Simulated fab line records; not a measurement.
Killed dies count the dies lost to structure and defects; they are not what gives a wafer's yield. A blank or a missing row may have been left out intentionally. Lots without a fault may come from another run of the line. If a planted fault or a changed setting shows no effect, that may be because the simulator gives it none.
What tool caused it? :: flow nand-harc :: 6 lots, 18 wafers sampled, at 5 steps of a route of 1302

== WHAT EACH GAUGE READ, for each wafer ==
NHARC_END_SORT_01.
lot: L245
measured: day 28 12:01
on: prober-02
killed-at-array: 73 74 71

== EACH LOT AND THE TOOL THAT RAN IT (in order: tool; ch and the chambers of the sampled wafers; start) ==
lot: L236
NHARC_P_GATE_DEGAS_109: pvd-sputter-03, day 6 15:47
NHARC_P_CONTACT_ETCH_36: rie-diel-03 ch 0,2,3, day 6 18:55 or earlier
NHARC_P_CONTACT_ETCH_18: rie-diel-03 ch 1,2, day 6 18:55
NHARC_P_CONTACT_ALD_22: ald-metal-02 ch 0,2,3, day 6 20:14

lot: L245
NHARC_P_GATE_DEGAS_109: pvd-sputter-01, day 10 06:39
NHARC_P_CONTACT_ETCH_36: rie-diel-03 ch 1,2, day 10 09:55 or earlier
NHARC_P_CONTACT_ETCH_18: rie-diel-03 ch 1,2,3, day 10 09:55
NHARC_P_CONTACT_ALD_22: ald-metal-02 ch 1,2, day 10 11:15

lot: L247
NHARC_P_GATE_DEGAS_109: pvd-sputter-02, day 11 06:01
NHARC_P_CONTACT_ETCH_36: rie-diel-02 ch 0,2,3, day 11 09:13 or earlier
NHARC_P_CONTACT_ETCH_18: rie-diel-02 ch 2,3, day 11 09:13
NHARC_P_CONTACT_ALD_22: ald-metal-04 ch 0,1, day 11 10:34

lot: L250
NHARC_P_GATE_DEGAS_109: pvd-sputter-02, day 12 12:49
NHARC_P_CONTACT_ETCH_36: rie-diel-03 ch 1,2,3, day 12 16:14 or earlier
NHARC_P_CONTACT_ETCH_18: rie-diel-03 ch 1,3, day 12 16:14
NHARC_P_CONTACT_ALD_22: ald-metal-04 ch 0,2,3, day 12 17:37

lot: L254
NHARC_P_GATE_DEGAS_109: pvd-sputter-01, day 14 02:32
NHARC_P_CONTACT_ETCH_36: rie-diel-03 ch 2,3, day 14 05:41 or earlier
NHARC_P_CONTACT_ETCH_18: rie-diel-03 ch 0,1,3, day 14 05:41
NHARC_P_CONTACT_ALD_22: ald-metal-04 ch 1,3, day 14 06:59

lot: L256
NHARC_P_GATE_DEGAS_109: pvd-sputter-03, day 14 23:07
NHARC_P_CONTACT_ETCH_36: rie-diel-03 ch 0,1,2, day 15 02:20 or earlier
NHARC_P_CONTACT_ETCH_18: rie-diel-03 ch 0,2,3, day 15 02:20
NHARC_P_CONTACT_ALD_22: ald-metal-03 ch 0,1,3, day 15 03:41
- NHARC_P_GATE_DEGAS_109: time 60 s.
- NHARC_P_CONTACT_ETCH_36: etches the open film in N2/H2, target depth 260 nm, time 406.25 s.
- NHARC_P_CONTACT_ETCH_18: etches the open film in C4F8/O2/Ar, target depth 481 nm, time 240.5 s.
- NHARC_P_CONTACT_ALD_22: deposits TiN, target thk 3 nm, pulse time 1 s, ald cycles 150.

== THE ANSWER, worked out from the rows above alone ==
Rule: usual is defined by the lots themselves. Put in order of their means at a reading, lots are off if they are a third of the lots or fewer, leave a main group of 4 or more, and stand apart from it by a gap of 3 or more times the standard deviation of the main group's means; of several such gaps the widest counts. Not used: any main group whose means are identical at the precision the tables above print for the reading. A lot without any number at a reading at which 4 lots or more have one is off too. Where the step has rows for the other lots, those lots are counted as sound.
No lot is off on any of the readings shown, so nothing can be concluded from this.

== WHAT THE SIMULATOR HAD PUT IN ==
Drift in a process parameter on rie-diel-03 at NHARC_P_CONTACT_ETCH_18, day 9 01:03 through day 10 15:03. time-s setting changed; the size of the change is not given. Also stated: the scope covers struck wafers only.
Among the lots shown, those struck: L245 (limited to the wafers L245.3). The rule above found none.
